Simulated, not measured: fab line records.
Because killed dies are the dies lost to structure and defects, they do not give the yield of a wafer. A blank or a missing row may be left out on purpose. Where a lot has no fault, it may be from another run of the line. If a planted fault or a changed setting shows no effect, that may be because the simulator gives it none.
fab line records | flow n5-finfet
[record] lots = 10 | wafers = 29 | last-day = 19
route steps=1938 shown BEOL_M5@1132 PASSIVATION@1936
lots with no fault: from the same line, run without faults
start-h: hours from the record's opening day to when the first of the lot's shown wafers began | wait-h: time in hours since the lot's previous step | " the same as in the row above | L1.1+2: several wafers, shown together as one row | - no value present, or no start provided | * or withheld: withheld | < > ~ a bound
route shown NAME@n: NAME is a module with steps in the file, n the number in the route of the first one | usual: the fault-free wafers' mean and standard deviation | same: alike in all rows | chamber/n: place in a boat | sites: readings site by site | _std_site: how widely they spread, as a standard deviation | _edge_site: outer sites' mean less inner sites' | radius-mm: how far each site lies from the wafer's centre | mask NAME#n: copy n | behind: the last tool/chamber to shape the wafer | hold: what put the lot on hold/how long, in hours/how the hold closed | device: whichever transistor did not switch (one of n, p or np) | end of line: the same wafers' tests at the end of the route | where a step has no rows: the recipe by itself | killed: dies that structure and defects cost at the first sort, which is not the same as the wafer's yield | map: per-die view of a wafer (x killed, . not killed, _ where there is no die)
set.NAME: setting as actually run; set.NAME@STEP: the setting as run at that earlier step | model.NAME: the simulator's own value behind a step, which no gauge read
a sample of lots followed through the steps of the route, with each step as a table and each wafer as a row
services: when a tool's chamber went out of use (start-h, in hours from the record's first day, below 0 if earlier), for how many hours, and the reason
[[steps]]
[step N5_BEOL_M5_ETCH_62]
[recipe] chemistry = N2/H2 | target = SOC | target-depth-a = 750 | overetch-a = 150 | mask-material = SiARC | temp-c = 40 | time-s = 112.5 | ion-energy-ev = 200 | pressure-mtorr = 30 | source-w = 840 | bias-w = 150 | n2-flow-sccm = 200 | h2-flow-sccm = 200
[usual] drypump-motor-current-A = 5.83/0.22 | h2-flow-sccm = 199.9/0.61 | oes-product-au = 0.61/0.065 | rf-vpp-V = 523.8/1.7 | showerhead-plenum-p-Torr = 2.54/0.064 | throttle-valve-pct = 17.9/0.3
lot.wafer | tool        | chamber | start-h | wait-h | drypump-motor-current-A | h2-flow-sccm | oes-product-au | rf-hours-counter-h | rf-vpp-V | showerhead-plenum-p-Torr | throttle-valve-pct
L734.1    | rie-diel-06 | 0       | 175.63  | 0.0    | 5.90                    | 200.0        | 0.72           | 20                 | 523.3    | 2.49                     | 17.6
L734.4    | "           | 1       | "       | "      | 5.73                    | 200.0        | 0.56           | 214                | 525.1    | 2.64                     | 18.1
L734.6    | "           | 3       | "       | "      | 5.91                    | 199.2        | 0.74           | -                  | 523.7    | 2.51                     | 18.0
L735.2    | rie-diel-06 | 2       | 195.23  | 0.0    | 6.02                    | 199.1        | 0.58           | 175                | 524.2    | 2.54                     | 17.8
L735.3    | "           | 0       | "       | "      | 5.84                    | 199.3        | 0.71           | 25                 | 521.5    | 2.49                     | 17.6
L735.5    | "           | 1       | "       | "      | 5.73                    | 200.6        | 0.55           | -                  | 525.0    | 2.64                     | 18.1
L738.1    | rie-diel-01 | 3       | 233.48  | 0.0    | 5.55                    | 200.7        | 0.55           | 210                | 523.5    | 2.51                     | 17.6
L738.5    | "           | 2       | "       | "      | 5.63                    | 200.2        | 0.71           | -                  | 521.6    | 2.48                     | 17.7
L738.6    | "           | 1       | "       | "      | 6.26                    | 200.6        | 0.57           | -                  | 526.5    | 2.63                     | 18.3
L743.3    | rie-diel-06 | 1       | 245.30  | 0.0    | 5.73                    | 199.6        | 0.55           | 233                | 524.9    | 2.63                     | 18.2
L743.5    | "           | 1       | "       | "      | 5.74                    | 199.7        | 0.55           | -                  | 526.5    | 2.63                     | 18.2
L748.1    | rie-diel-01 | 2       | 280.14  | 0.0    | 5.63                    | 200.0        | 0.69           | 55                 | 520.9    | 2.47                     | 17.7
L748.2    | "           | 3       | "       | "      | 5.58                    | 199.2        | 0.55           | 224                | 523.9    | 2.50                     | 17.7
L748.4    | "           | 1       | "       | "      | 6.20                    | 200.0        | 0.56           | 213                | 525.6    | 2.62                     | 18.4
L749.1    | rie-diel-01 | 1       | 284.20  | 0.0    | 6.24                    | 200.7        | 0.56           | 214                | 526.2    | 2.62                     | 18.4
L749.5    | "           | 2       | "       | "      | 5.63                    | 199.3        | 0.69           | -                  | 523.2    | 2.47                     | 17.7
L749.6    | "           | 3       | "       | "      | 5.58                    | 200.6        | 0.54           | -                  | 521.2    | 2.50                     | 17.7
L754.2    | rie-diel-01 | 3       | 311.65  | 0.0    | 5.56                    | 199.9        | 0.55           | 233                | 522.0    | 2.50                     | 17.7
L754.3    | "           | 0       | "       | "      | 5.71                    | 200.7        | 0.67           | 85                 | 525.2    | 2.54                     | 17.3
L754.4    | "           | 1       | "       | "      | 6.21                    | 199.6        | 0.56           | 219                | 525.2    | 2.62                     | 18.4
L755.1    | rie-diel-01 | 2       | 321.23  | 0.0    | 5.65                    | 200.1        | 0.68           | 67                 | 522.2    | 2.47                     | 17.8
L755.4    | "           | 3       | "       | "      | 5.58                    | 199.3        | 0.53           | 236                | 522.9    | 2.50                     | 17.7
L755.5    | "           | 3       | "       | "      | 5.59                    | 199.8        | 0.54           | -                  | 522.8    | 2.50                     | 17.7
L756.1    | rie-diel-01 | 3       | 330.03  | 0.0    | 5.56                    | 199.8        | 0.54           | 239                | 522.6    | 2.50                     | 17.7
L756.2    | "           | 1       | "       | "      | 6.23                    | 200.4        | 0.56           | 225                | 525.7    | 2.62                     | 18.4
L756.4    | "           | 0       | "       | "      | 5.64                    | 199.3        | 0.66           | 90                 | 524.8    | 2.54                     | 17.3
L757.3    | rie-diel-01 | 3       | 347.75  | 0.0    | 5.56                    | 200.1        | 0.54           | 243                | 522.1    | 2.49                     | 17.7
L757.4    | "           | 2       | "       | "      | 5.63                    | 198.8        | 0.67           | 74                 | 521.9    | 2.46                     | 17.8
L757.5    | "           | 2       | "       | "      | 5.63                    | 200.4        | 0.68           | -                  | 523.0    | 2.46                     | 17.8
[step N5_BEOL_M5_DESCUM_33]
[recipe] chemistry = O2 | time-s = 7 | source-power-w = 50 | bias-power-w = 20 | pressure-mtorr = 20 | rf-frequency-hz = 2.712e+07 | temp-c = 40 | resist = CAR-EUV | o2-flow-sccm = 225
[usual] drypump-motor-current-A = 5.84/0.27 | oes-product-au = 0.76/0.087 | rf-vpp-V = 243.4/1.3 | showerhead-plenum-p-Torr = 2.10/0.057 | throttle-valve-pct = 20.50/0.27
lot.wafer | tool        | chamber | start-h | wait-h | drypump-motor-current-A | oes-product-au | rf-hours-counter-h | rf-vpp-V | showerhead-plenum-p-Torr | throttle-valve-pct
L734.1    | rie-diel-02 | 3       | 177.12  | 0.0    | 5.80                    | 0.70           | 231                | 244.6    | 2.14                     | 20.59
L734.4    | "           | 2       | "       | "      | 5.45                    | 0.73           | -                  | 245.2    | 2.16                     | 20.54
L734.6    | "           | 0       | "       | "      | 5.83                    | 0.72           | -                  | 241.9    | 2.01                     | 20.63
L735.2    | rie-diel-02 | 2       | 197.30  | 0.2    | 5.46                    | 0.72           | 196                | 244.5    | 2.16                     | 20.55
L735.3    | "           | 1       | "       | "      | 6.34                    | 0.74           | 167                | 245.1    | 2.16                     | 20.27
L735.5    | "           | 0       | "       | "      | 5.82                    | 0.72           | -                  | 241.8    | 2.01                     | 20.66
L738.1    | rie-diel-02 | 0       | 235.22  | 0.1    | 5.83                    | 0.71           | 191                | 241.0    | 2.00                     | 20.66
L738.5    | "           | 0       | "       | "      | 5.80                    | 0.70           | -                  | 240.5    | 2.00                     | 20.67
L738.6    | "           | 3       | "       | "      | 5.79                    | 0.69           | -                  | 244.9    | 2.13                     | 20.61
L743.3    | rie-diel-01 | 0       | 249.83  | 0.0    | 5.62                    | 0.87           | 66                 | 244.3    | 2.09                     | 19.95
L743.5    | "           | 3       | "       | "      | 5.55                    | 0.70           | -                  | 243.3    | 2.08                     | 20.36
L748.1    | rie-diel-02 | 3       | 282.35  | 0.0    | 5.84                    | 0.96           | 5                  | 245.1    | 2.13                     | 20.25
L748.2    | "           | 2       | "       | "      | 5.45                    | 0.70           | 222                | 243.6    | 2.15                     | 20.59
L748.4    | "           | 0       | "       | "      | 5.83                    | 0.70           | 204                | 241.1    | 2.00                     | 20.68
L749.1    | rie-diel-02 | 3       | 290.51  | 0.2    | 5.80                    | 0.95           | 6                  | 243.5    | 2.13                     | 20.25
L749.5    | "           | 2       | "       | "      | 5.46                    | 0.70           | -                  | 243.9    | 2.15                     | 20.60
L749.6    | "           | 1       | "       | "      | 6.32                    | 0.71           | -                  | 243.9    | 2.15                     | 20.32
L754.2    | rie-diel-06 | 2       | 314.50  | 0.7    | 6.01                    | 0.70           | 209                | 242.3    | 2.06                     | 20.36
L754.3    | "           | 3       | "       | "      | 5.88                    | 0.84           | 42                 | 241.1    | 2.05                     | 20.68
L754.4    | "           | 0       | "       | "      | 5.85                    | 0.84           | -                  | 244.7    | 2.05                     | 20.44
L755.1    | rie-diel-02 | 3       | 323.21  | 0.1    | 5.81                    | 0.93           | 16                 | 244.8    | 2.13                     | 20.27
L755.4    | "           | 1       | "       | "      | 6.32                    | 0.71           | 207                | 243.4    | 2.15                     | 20.31
L755.5    | "           | 3       | "       | "      | 5.82                    | 0.93           | -                  | 242.5    | 2.13                     | 20.28
L756.1    | rie-diel-02 | 1       | 330.87  | 0.0    | 6.33                    | 0.70           | 208                | 244.7    | 2.15                     | 20.34
L756.2    | "           | 2       | "       | "      | 5.45                    | 0.68           | 235                | 244.7    | 2.14                     | 20.61
L756.4    | "           | 3       | "       | "      | 5.82                    | 0.92           | 17                 | 244.6    | 2.13                     | 20.29
L757.3    | rie-diel-01 | 2       | 348.65  | 0.0    | 5.61                    | 0.85           | 74                 | 243.2    | 2.05                     | 20.56
L757.4    | "           | 1       | "       | "      | 6.23                    | 0.69           | 230                | 244.4    | 2.17                     | 21.12
L757.5    | "           | 2       | "       | "      | 5.61                    | 0.84           | -                  | 242.3    | 2.05                     | 20.55
[step N5_BEOL_M5_CD_MEAS_35]
[recipe] target-cd-nm = 28 | target-cd-y-nm = 24 | polarity = opening
[usual] cd-nm = 28.0/0.38
lot.wafer | tool      | chamber | start-h | wait-h | cd-nm
L734.1    | cd-sem-01 | -       | 177.69  | 0.0    | 28.5
L734.4    | "         | -       | "       | "      | 28.0
L734.6    | "         | -       | "       | "      | 28.5
L735.2    | cd-sem-02 | -       | 197.87  | 0.0    | 27.7
L735.3    | "         | -       | "       | "      | 28.0
L735.5    | "         | -       | "       | "      | 28.1
L738.1    | cd-sem-02 | -       | 235.79  | 0.0    | 27.8
L738.5    | "         | -       | "       | "      | 28.2
L738.6    | "         | -       | "       | "      | 28.4
L743.3    | cd-sem-02 | -       | 250.40  | 0.0    | 29.2
L743.5    | "         | -       | "       | "      | 28.1
L748.1    | cd-sem-03 | -       | 282.92  | 0.0    | 28.3
L748.2    | "         | -       | "       | "      | 28.0
L748.4    | "         | -       | "       | "      | 27.6
L749.1    | cd-sem-03 | -       | 291.08  | 0.0    | 27.5
L749.5    | "         | -       | "       | "      | 28.0
L749.6    | "         | -       | "       | "      | 27.7
L754.2    | cd-sem-03 | -       | 315.07  | 0.0    | 28.3
L754.3    | "         | -       | "       | "      | 27.8
L754.4    | "         | -       | "       | "      | 27.9
L755.1    | cd-sem-02 | -       | 323.78  | 0.0    | 28.0
L755.4    | "         | -       | "       | "      | 28.8
L755.5    | "         | -       | "       | "      | 28.3
L756.1    | cd-sem-02 | -       | 331.44  | 0.0    | 27.9
L756.2    | "         | -       | "       | "      | 28.1
L756.4    | "         | -       | "       | "      | 27.5
L757.3    | cd-sem-01 | -       | 349.22  | 0.0    | 27.7
L757.4    | "         | -       | "       | "      | 27.2
L757.5    | "         | -       | "       | "      | 27.6
[step N5_BEOL_M5_SPUTTER_48]
[recipe] material = Cu | target-thk-a = 150 | temp-c = -20 | chamber-pressure-pa = 0.07 | power-w = withheld | time-s = 27.62
[usual] throttle-valve-pct = 30.3/1.1
lot.wafer | tool           | chamber | start-h | wait-h | throttle-valve-pct
L734.1    | pvd-sputter-01 | -       | 179.42  | 0.4    | 30.6
L734.4    | "              | -       | "       | "      | 31.2
L734.6    | "              | -       | "       | "      | 32.2
L735.2    | pvd-sputter-01 | -       | 199.22  | 0.2    | 31.1
L735.3    | "              | -       | "       | "      | 32.1
L735.5    | "              | -       | "       | "      | 32.1
L738.1    | pvd-sputter-02 | -       | 237.05  | 0.2    | 29.9
L738.5    | "              | -       | "       | "      | 28.5
L738.6    | "              | -       | "       | "      | 30.0
L743.3    | pvd-sputter-02 | -       | 251.64  | 0.3    | 29.5
L743.5    | "              | -       | "       | "      | 31.2
L748.1    | pvd-sputter-02 | -       | 284.94  | 0.1    | 31.1
L748.2    | "              | -       | "       | "      | 28.7
L748.4    | "              | -       | "       | "      | 30.2
L749.1    | pvd-sputter-03 | -       | 292.07  | 0.1    | 27.9
L749.5    | "              | -       | "       | "      | 28.1
L749.6    | "              | -       | "       | "      | 31.2
L754.2    | pvd-sputter-01 | -       | 317.62  | 0.1    | 30.6
L754.3    | "              | -       | "       | "      | 32.1
L754.4    | "              | -       | "       | "      | 31.2
L755.1    | pvd-sputter-02 | -       | 325.57  | 0.2    | 30.0
L755.4    | "              | -       | "       | "      | 31.0
L755.5    | "              | -       | "       | "      | 30.2
L756.1    | pvd-sputter-02 | -       | 333.06  | 0.2    | 31.0
L756.2    | "              | -       | "       | "      | 29.6
L756.4    | "              | -       | "       | "      | 29.6
L757.3    | pvd-sputter-01 | -       | 350.65  | 0.1    | 30.8
L757.4    | "              | -       | "       | "      | 30.8
L757.5    | "              | -       | "       | "      | 30.6
[step N5_BEOL_M5_SPUTTER_81]
[recipe] material = Cu | target-thk-a = 150 | temp-c = -20 | chamber-pressure-pa = 0.07 | power-w = withheld | time-s = 27.62
[usual] throttle-valve-pct = 30.3/1.1
lot.wafer | tool           | chamber | start-h | wait-h | throttle-valve-pct
L734.1    | pvd-sputter-01 | -       | 180.51  | 0.5    | 31.0
L734.4    | "              | -       | "       | "      | 31.1
L734.6    | "              | -       | "       | "      | 32.3
L735.2    | pvd-sputter-01 | -       | 200.30  | 0.5    | 30.6
L735.3    | "              | -       | "       | "      | 32.2
L735.5    | "              | -       | "       | "      | 32.0
L738.1    | pvd-sputter-02 | -       | 238.14  | 0.5    | 29.9
L738.5    | "              | -       | "       | "      | 28.4
L738.6    | "              | -       | "       | "      | 30.2
L743.3    | pvd-sputter-02 | -       | 252.73  | 0.5    | 29.6
L743.5    | "              | -       | "       | "      | 31.0
L748.1    | pvd-sputter-02 | -       | 286.03  | 0.5    | 30.5
L748.2    | "              | -       | "       | "      | 28.9
L748.4    | "              | -       | "       | "      | 30.0
L749.1    | pvd-sputter-03 | -       | 293.15  | 0.5    | 28.1
L749.5    | "              | -       | "       | "      | 27.7
L749.6    | "              | -       | "       | "      | 31.4
L754.2    | pvd-sputter-01 | -       | 318.70  | 0.5    | 30.5
L754.3    | "              | -       | "       | "      | 31.9
L754.4    | "              | -       | "       | "      | 31.2
L755.1    | pvd-sputter-02 | -       | 326.66  | 0.5    | 30.3
L755.4    | "              | -       | "       | "      | 30.7
L755.5    | "              | -       | "       | "      | 30.2
L756.1    | pvd-sputter-02 | -       | 334.15  | 0.5    | 31.1
L756.2    | "              | -       | "       | "      | 29.4
L756.4    | "              | -       | "       | "      | 29.4
L757.3    | pvd-sputter-01 | -       | 351.74  | 0.5    | 30.6
L757.4    | "              | -       | "       | "      | 30.9
L757.5    | "              | -       | "       | "      | 30.7
[step N5_PASSIVATION_PROBE_49]
[usual] defect-limited-yield = 91.0/1.4 | killed_at_M0_to_M3 = 36/10 | killed_at_M4_up = 15/5 | killed-at-contacts = 12/6.1 | killed-at-front-end = 40/13 | killed-at-other = 3.8/2.9 | killed-dies = 106/16 | killed-open = 68/12 | killed-short = 35/8.2 | sort_bin_5_function = 5.2/0.9 | sort_bin_6_memory = 3.4/0.71 | sort-n-pass = 1073/17 | sort-yield-pct = 91.0/1.5
[same] gross-dies = 1180 | killed-at-back-side = 0 | sort_bin_4_leakage[%] = 0 | sort_bin_8_speed[%] = 0
lot.wafer | tool      | chamber | start-h | wait-h | defect-limited-yield[%] | killed_at_M0_to_M3 | killed_at_M4_up | killed-at-contacts | killed-at-front-end | killed-at-other | killed-dies | killed-open | killed-short | sort_bin_5_function[%] | sort_bin_6_memory[%] | sort-n-pass | sort-yield-pct[%]
L735.2    | prober-02 | -       | 296.92  | 0.1    | 91.3                    | 24                 | 13              | 18                 | 45                  | 3               | 103         | 77          | 23           | 5.3                    | 3.4                  | 1077        | 91.3
L735.3    | prober-02 | -       | 296.97  | 0.1    | 88.1                    | 35                 | 10              | 17                 | 75                  | 3               | 140         | 91          | 47           | 7.1                    | 4.5                  | 1040        | 88.1
L735.5    | prober-02 | -       | 297.07  | 0.2    | 88.9                    | 37                 | 19              | 17                 | 58                  | 0               | 131         | 99          | 30           | 6.4                    | 4.1                  | 1049        | 88.9
L743.3    | prober-01 | -       | 377.29  | 0.5    | 91.5                    | 26                 | 19              | 18                 | 35                  | 2               | 100         | 68          | 30           | 4.3                    | 3.7                  | 1080        | 91.5
L743.5    | prober-01 | -       | 377.39  | 0.6    | 91.4                    | 31                 | 14              | 14                 | 43                  | 0               | 102         | 70          | 23           | 4.1                    | 3.4                  | 1078        | 91.4
L748.1    | prober-01 | -       | 392.30  | 0.0    | 88.1                    | 57                 | 10              | 10                 | 58                  | 6               | 141         | 96          | 43           | 6.6                    | 4.8                  | 1039        | 88.1
L748.2    | prober-01 | -       | 392.35  | 0.1    | 90.8                    | 40                 | 14              | 7                  | 43                  | 4               | 108         | 74          | 28           | 5.9                    | 2.4                  | 1072        | 90.8
L748.4    | prober-01 | -       | 392.45  | 0.2    | 90.9                    | 41                 | 16              | 10                 | 31                  | 9               | 107         | 73          | 31           | 5.5                    | 3.2                  | 1073        | 90.9
L755.1    | prober-01 | -       | 432.70  | 0.0    | 91.4                    | 43                 | 12              | 9                  | 33                  | 5               | 102         | 61          | 37           | 5.7                    | 2.4                  | 1078        | 91.4
L755.4    | prober-01 | -       | 432.85  | 0.2    | 88.1                    | 20                 | 15              | 13                 | 85                  | 8               | 141         | 83          | 54           | 6.1                    | 5.1                  | 1039        | 88.1
L755.5    | prober-01 | -       | 432.90  | 0.2    | 87.4                    | 34                 | 19              | 11                 | 80                  | 5               | 149         | 94          | 49           | 6.5                    | 5.2                  | 1031        | 87.4
// killed by level:class
L735.2 MOL_CONTACT_COAG:geometric-particle:open=17 STI_FIN_REVEAL:geometric-particle:open=15 FIN_SAQP:geometric-particle:open=9 FIN_SAQP:geometric-particle:short=6 BEOL_M3:geometric-particle:open=6 GATE_CUT:geometric-particle:open=5 BEOL_M2:geometric-particle:open=5 BEOL_M4:geometric-particle:open=5
L735.3 STI_FIN_REVEAL:geometric-particle:open=27 FIN_SAQP:geometric-particle:open=18 MOL_CONTACT_COAG:geometric-particle:open=11 GATE_CUT:geometric-particle:short=10 BEOL_M0_SAQP:geometric-particle:short=8 FIN_SAQP:geometric-particle:short=7 BEOL_M3:geometric-particle:open=6 STI_FIN_REVEAL:geometric-particle:short=5
L735.5 STI_FIN_REVEAL:geometric-particle:open=19 FIN_SAQP:geometric-particle:open=18 MOL_CONTACT_COAG:geometric-particle:open=12 BEOL_M0_SAQP:geometric-particle:open=8 BEOL_M3:geometric-particle:open=8 BEOL_M2:geometric-particle:open=6 BEOL_M0:geometric-particle:open=6 BEOL_M4:geometric-particle:open=6
L743.3 FIN_SAQP:geometric-particle:open=13 MOL_CONTACT_COAG:geometric-particle:open=13 BEOL_M4:geometric-particle:open=7 BEOL_M1:geometric-particle:open=7 BEOL_M0_SAQP:geometric-particle:short=5 MOL_CONTACT_COAG:geometric-particle:short=5 BEOL_M0_SAQP:geometric-particle:open=4 BEOL_M2:geometric-particle:open=4
L743.5 MOL_CONTACT_COAG:geometric-particle:open=11 BEOL_M4:geometric-particle:open=10 BEOL_M2:geometric-particle:open=10 HKMG_FIN:area-etch=8 FIN_SAQP:geometric-particle:open=7 BEOL_M3:geometric-particle:open=6 STI_FIN_REVEAL:geometric-particle:open=5 SPACER0:geometric-particle:short=4
L748.1 BEOL_M2:geometric-particle:open=21 STI_FIN_REVEAL:geometric-particle:open=15 FIN_SAQP:geometric-particle:open=11 FIN_SAQP:geometric-particle:short=10 BEOL_M0_SAQP:geometric-particle:open=9 BEOL_M1:geometric-particle:open=9 MOL_CONTACT_COAG:geometric-particle:open=8 GATE_CUT:geometric-particle:short=7
L748.2 BEOL_M2:geometric-particle:open=18 STI_FIN_REVEAL:geometric-particle:open=9 BEOL_M0_SAQP:geometric-particle:open=9 MOL_CONTACT_COAG:geometric-particle:open=7 BEOL_M4:geometric-particle:open=7 GATE_CUT:geometric-particle:short=6 STI_FIN_REVEAL:geometric-particle:short=5 DUMMY_GATE:geometric-particle:open=5
L748.4 MOL_CONTACT_COAG:geometric-particle:open=10 STI_FIN_REVEAL:geometric-particle:open=9 BEOL_M4:geometric-particle:open=9 BEOL_M0_SAQP:geometric-particle:short=8 BEOL_M1:geometric-particle:open=8 BEOL_M3:geometric-particle:open=8 BEOL_M0_SAQP:geometric-particle:open=7 BEOL_M2:geometric-particle:open=6
L755.1 FIN_SAQP:geometric-particle:short=10 BEOL_M2:geometric-particle:open=10 MOL_CONTACT_COAG:geometric-particle:open=9 BEOL_M0_SAQP:geometric-particle:short=9 BEOL_M3:geometric-particle:open=8 STI_FIN_REVEAL:geometric-particle:open=6 FIN_SAQP:geometric-particle:open=4 BEOL_M1:geometric-particle:open=4
L755.4 STI_FIN_REVEAL:geometric-particle:open=20 FIN_SAQP:geometric-particle:short=19 FIN_SAQP:geometric-particle:open=15 MOL_CONTACT_COAG:geometric-particle:open=10 BEOL_M4:geometric-particle:open=7 DUMMY_GATE:geometric-particle:open=7 BEOL_M3:geometric-particle:short=6 GATE_CUT:geometric-particle:short=4
L755.5 STI_FIN_REVEAL:geometric-particle:open=25 FIN_SAQP:geometric-particle:short=17 BEOL_M2:geometric-particle:open=12 FIN_SAQP:geometric-particle:open=10 MOL_CONTACT_COAG:geometric-particle:open=8 STI_FIN_REVEAL:geometric-particle:short=7 BEOL_M0_SAQP:geometric-particle:open=7 BEOL_M0_SAQP:geometric-particle:short=5
[[services]]
tool           | chamber | start-h | hours | kind
rie-diel-02    | -       | 174.85  | 0.5   | repair
rie-diel-01    | 2       | 175.04  | 8.4   | repair
rie-diel-02    | 1       | 176.31  | 7.1   | repair
rie-diel-02    | 0       | 177.64  | 1.8   | repair
rie-diel-01    | 2       | 193.75  | 29.0  | repair
rie-diel-02    | 3       | 245.46  | -     | clean
rie-diel-02    | 3       | 245.46  | -     | consumable-replace:esc
rie-diel-02    | 3       | 245.46  | -     | consumable-replace:focus-ring
rie-diel-02    | 3       | 245.46  | 23.3  | scheduled-down
rie-diel-02    | 3       | 245.46  | 23.3  | vent-cycle
rie-diel-06    | -       | 256.20  | 0.5   | repair
rie-diel-02    | 2       | 274.36  | 2.9   | repair
rie-diel-01    | 1       | 284.52  | 11.2  | repair
rie-diel-06    | 1       | 295.03  | 8.2   | repair
pvd-sputter-03 | -       | 308.35  | 10.1  | repair
rie-diel-06    | 1       | 311.64  | -     | clean
rie-diel-06    | 1       | 311.64  | -     | consumable-replace:focus-ring
rie-diel-06    | 1       | 311.64  | 15.2  | scheduled-down
rie-diel-06    | 1       | 311.64  | 15.2  | vent-cycle
pvd-sputter-02 | -       | 340.03  | 24.0  | repair
[[key]]
[first-sign] step = N5_BEOL_M5_CD_MEAS_35 | reading = cd-nm | direction = up | sigmas = 3.2 | usual = 28.0 | struck = 29.2
effect none on later readings
met-at N5_BEOL_M5_ETCH_62
struck-lots L743
struck-wafers L743.3
not-acting-at N5_BEOL_M5_DESCUM_33,N5_BEOL_M5_SPUTTER_48,N5_BEOL_M5_SPUTTER_81
onset-between 195.23 245.30
[fault] kind = process-parameter-drift | tool = rie-diel-06 | chamber = - | onset-h = 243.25 | steps = N5_BEOL_M5_ETCH_62 | channel = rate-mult | offset = 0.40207 | shape = step | end-h = 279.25 | scope = struck-wafers-only
